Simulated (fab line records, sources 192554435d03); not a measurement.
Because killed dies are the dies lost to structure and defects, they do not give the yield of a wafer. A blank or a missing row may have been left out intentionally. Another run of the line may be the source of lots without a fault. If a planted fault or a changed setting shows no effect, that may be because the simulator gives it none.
Which of the tools did it? | flow n5Finfet | 11 lots, 32 wafers sampled, at 1 step of a route of 1938

WHAT THE GAUGES SHOWED, per wafer
N5_BEOL_M14_INSPECT_30: inspects for defects (macro).
lot  | measured     | on               | rawDefectCount
L132 | day 11 05:30 | defectInspect-02 | 1 1 0
L133 | day 12 10:38 | defectInspect-02 | 1 1 1
L137 | day 12 16:44 | defectInspect-02 | 2 3 0
L136 | day 12 17:40 | defectInspect-02 | 2 2 5
L138 | day 14 10:27 | defectInspect-01 | 4 2 4
L143 | day 14 10:43 | defectInspect-02 | 1 2
L146 | day 16 02:44 | defectInspect-01 | 2 3 4
L149 | day 16 06:12 | defectInspect-01 | 4 0 2
L150 | day 17 11:04 | defectInspect-01 | 2 2 5
L152 | day 17 22:48 | defectInspect-01 | 3 5 1
L155 | day 18 13:14 | defectInspect-02 | 0 4 4

WHAT TOOL EACH LOT RAN ON (gives the tool, then ch and the chambers of the sampled wafers, and finally the start)
No process step before these readings appears in the record.

THE ANSWER, worked out from the rows above alone
Rule: the lots themselves supply what counts as usual. Put in order of their means at a reading, lots are off if they are a third of the lots or fewer, leave a main group of 4 or more, and stand apart from it by a gap of 3 or more times the standard deviation of the main group's means; of several such gaps the widest counts. A main group is skipped when, at the precision printed for the reading in the tables above, its means are all equal. Also off: a lot with no number at a reading for which 4 or more lots have one. The other lots that the step has rows for count as sound.
Across all readings shown, no lot is off: no conclusion can be drawn from this.

WHAT HAD BEEN PUT IN BY THE SIMULATOR
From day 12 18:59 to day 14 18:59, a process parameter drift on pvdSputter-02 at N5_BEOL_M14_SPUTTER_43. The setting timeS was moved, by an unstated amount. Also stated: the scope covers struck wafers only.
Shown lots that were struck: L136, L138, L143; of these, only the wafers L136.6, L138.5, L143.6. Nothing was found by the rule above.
